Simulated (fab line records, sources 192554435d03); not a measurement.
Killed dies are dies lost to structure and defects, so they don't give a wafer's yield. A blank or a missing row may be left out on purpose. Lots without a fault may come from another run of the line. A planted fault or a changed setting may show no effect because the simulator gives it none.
Chamber matching | flow n5_finfet | N5_MOL_CONTACT_COAG_DESCUM_13 on rie_diel-06: 4 sister chambers
The step chemistry O2, time 7 s. 14 wafers are shown with their chamber, then 7 later ones without.

WAFERS WITH THEIR CHAMBER
wafer  | chamber | drypump_motor_current_A (A) | showerhead_plenum_p_Torr (Torr) | throttle_valve_pct (%)
L075.1 | 2       | 5.58                        | 2.12                            | 20.29
L075.2 | 3       | 5.93                        | 1.99                            | 20.63
L075.3 | 1       | 5.39                        | 2.14                            | 20.29
L077.1 | 3       | 5.92                        | 1.99                            | 20.63
L077.3 | 1       | 5.42                        | 2.14                            | 20.28
L077.6 | 3       | 5.92                        | 1.99                            | 20.62
L082.2 | 3       | 5.92                        | 1.99                            | 20.66
L082.3 | 2       | 5.54                        | 2.11                            | 20.30
L082.6 | 2       | 5.55                        | 2.11                            | 20.29
L088.1 | 0       | 6.00                        | 2.04                            | 20.15
L088.4 | 3       | 5.92                        | 1.98                            | 20.66
L088.5 | 2       | 5.54                        | 2.11                            | 20.32
L092.2 | 1       | 5.41                        | 2.13                            | 20.32
L092.4 | 3       | 5.93                        | 1.98                            | 20.68

SIGNATURES (means of the wafers above)
reading                  | chamber 0 | chamber 1 | chamber 2 | chamber 3 | scatter within a chamber
drypump_motor_current_A  | 6.0000    | 5.4067    | 5.5525    | 5.9233    | 0.0129
showerhead_plenum_p_Torr | 2.0400    | 2.1367    | 2.1125    | 1.9867    | 0.00524
throttle_valve_pct       | 20.1500   | 20.2967   | 20.3000   | 20.6467   | 0.0205
Rule: a wafer's distance from a chamber is the root of the sum, over the readings, of the square of ((its reading less the chamber's mean) divided by the reading's scatter). The wafer belongs to the nearest chamber; if the next one is less than 2 further off, it can't be placed. The scatter: the root of (the sum of the squares of (reading less its chamber's mean) over the shown wafers, divided by (wafers less chambers)).

WAFERS WITHOUT THEIR CHAMBER
wafer  | drypump_motor_current_A (A) | showerhead_plenum_p_Torr (Torr) | throttle_valve_pct (%)
L092.5 | 6.06                        | 2.04                            | 20.19
L097.1 | 5.92                        | 1.98                            | 20.69
L097.2 | 5.40                        | 2.13                            | 20.34
L097.3 | 5.54                        | 2.10                            | 20.34
L097.4 | 6.03                        | 2.03                            | 20.19
L097.5 | 5.39                        | 2.13                            | 20.36
L097.6 | 6.05                        | 2.03                            | 20.18

WHICH CHAMBER EACH WENT THROUGH
wafer  | from the rows above | in truth
L092.5 | 0                   | 0
L097.1 | 3                   | 3
L097.2 | 1                   | 1
L097.3 | 2                   | 2
L097.4 | 0                   | 0
L097.5 | 1                   | 1
L097.6 | 0                   | 0
Placed correctly: 7 of 7. Can't be placed from these rows: 0. Placed wrongly: 0.
